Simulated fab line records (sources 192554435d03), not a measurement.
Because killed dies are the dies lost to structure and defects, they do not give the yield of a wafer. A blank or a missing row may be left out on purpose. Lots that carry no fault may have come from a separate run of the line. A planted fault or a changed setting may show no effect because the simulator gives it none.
The tool behind it: which one?	flow n5-finfet	11 lots, 33 wafers sampled, at 1 step of a route of 1938

== WHAT THE GAUGES SHOWED, per wafer ==
N5_STI_FIN_REVEAL_CD_MEAS_22: target cd 6.238 nm, pitch 28 nm.
lot	measured	on	cd-nm (nm)
L075	day 2 18:20	cd-sem-03	6.27 5.93 6.14
L077	day 3 09:20	cd-sem-03	6.18 5.91 5.91
L079	day 3 20:10	cd-sem-01	6.31 5.67 6.68
L082	day 4 13:38	cd-sem-01	6.08 6.22 6.33
L084	day 5 02:05	cd-sem-03	5.95 5.91 6.15
L086	day 5 21:56	cd-sem-03	5.84 6.54 5.76
L088	day 6 04:23	cd-sem-02	6.28 5.78 6.39
L090	day 6 14:50	cd-sem-02	6.34 6.51 6.18
L092	day 7 02:25	cd-sem-03	6.19 6.00 6.45
L094	day 7 12:31	cd-sem-03	6.82 6.19 6.50
L096	day 8 01:52	cd-sem-03	6.23 5.95 6.26

== WHAT TOOL EACH LOT RAN ON (gives the tool, then ch and the chambers of the sampled wafers, and finally the start) ==
There is no process step in the record ahead of these readings.

== THE ANSWER, worked out from the rows above alone ==
Rule: usual is defined by the lots themselves. The widest of any qualifying gaps counts: lots, ordered by their means at a reading, are off when they make up no more than a third of the lots, leave a main group of 4 or more, and stand apart from it by 3 or more times the standard deviation of that group's means. A main group whose means are all the same, to the digits that the tables above print for the reading, isn't used. A lot without any number at a reading at which 4 lots or more have one is off too. Where the step has rows for the other lots, those lots are counted as sound.
No lot is off on any of the readings shown, so nothing can be concluded from this.

== WHAT THE SIMULATOR HAD INSERTED ==
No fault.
